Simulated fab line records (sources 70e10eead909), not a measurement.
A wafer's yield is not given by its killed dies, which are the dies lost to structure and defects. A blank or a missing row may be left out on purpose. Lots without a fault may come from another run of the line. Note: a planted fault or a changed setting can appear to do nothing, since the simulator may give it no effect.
Chamber matching | flow nandHarc | rieDiel-04 running NHARC_A_M0_ETCH_34: 4 sister chambers
The step etches the open film in N2/H2, target depth 40 nm, overetch 12 nm, time 43.94 s. 16 wafers are shown with their chamber, then 8 later ones without.

## WAFERS PAIRED WITH THEIR CHAMBERS
wafer  | chamber | rfVppV (V) | h2FlowSccm (sccm) | throttleValvePct (%)
L077.1 | 2       | 425.6      | 149.4             | 14.170
L077.5 | 2       | 426.4      | 149.5             | 14.182
L077.6 | 1       | 430.5      | 149.8             | 14.180
L082.1 | 1       | 429.6      | 150.2             | 14.175
L082.2 | 3       | 434.0      | 150.3             | 14.166
L082.3 | 0       | 426.8      | 149.8             | 14.168
L086.1 | 2       | 426.1      | 148.8             | 14.171
L086.4 | 3       | 433.2      | 149.9             | 14.178
L086.5 | 2       | 426.5      | 148.9             | 14.177
L087.1 | 3       | 434.1      | 150.1             | 14.168
L087.2 | 2       | 427.2      | 150.5             | 14.166
L087.4 | 1       | 430.5      | 150.4             | 14.162
L093.3 | 3       | 434.7      | 150.6             | 14.162
L093.5 | 0       | 424.7      | 150.2             | 14.172
L093.6 | 1       | 427.5      | 150.0             | 14.175
L092.1 | 0       | 426.9      | 149.6             | 14.162

SIGNATURES (means of the wafers above)
reading          | chamber 0 | chamber 1 | chamber 2 | chamber 3 | scatter within a chamber
rfVppV           | 426.133   | 429.525   | 426.360   | 434.000   | 0.983
h2FlowSccm       | 149.867   | 150.100   | 149.420   | 150.225   | 0.455
throttleValvePct | 14.16733  | 14.17300  | 14.17320  | 14.16850  | 0.00662
Rule: distance of a wafer from a chamber = root of the sum over the readings of ((wafer's reading minus chamber's mean) / reading's scatter) squared. The wafer belongs to the nearest chamber; if the next one is less than 2 further off, it can't be placed. How the scatter is found: for the shown wafers, subtract from each reading the mean of its chamber, square and add these, divide the total by (wafers less chambers), then take the root.

## WAFERS WITHOUT THEIR CHAMBER
wafer  | rfVppV (V) | h2FlowSccm (sccm) | throttleValvePct (%)
L092.3 | 426.1      | 150.5             | 14.176
L092.4 | 429.8      | 150.3             | 14.151
L095.3 | 427.9      | 149.7             | 14.167
L095.5 | 434.3      | 150.1             | 14.157
L095.6 | 426.3      | 149.8             | 14.175
L096.1 | 430.0      | 149.6             | 14.180
L096.2 | 433.8      | 150.1             | 14.156
L096.4 | 426.5      | 149.9             | 14.178

## EACH ONE'S CHAMBER
wafer  | from the rows above               | in truth
L092.3 | can't be placed: 0 or 2 or 1      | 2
L092.4 | can't be placed: 1 or 0 or 3 or 2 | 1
L095.3 | can't be placed: 0 or 2 or 1      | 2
L095.5 | 3                                 | 3
L095.6 | can't be placed: 2 or 0           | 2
L096.1 | 1                                 | 1
L096.2 | 3                                 | 3
L096.4 | can't be placed: 2 or 0 or 1      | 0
Correct placement for 3 of the 8. These rows do not allow placing 5 (true chamber among the candidates in 5). 0 placed wrongly.
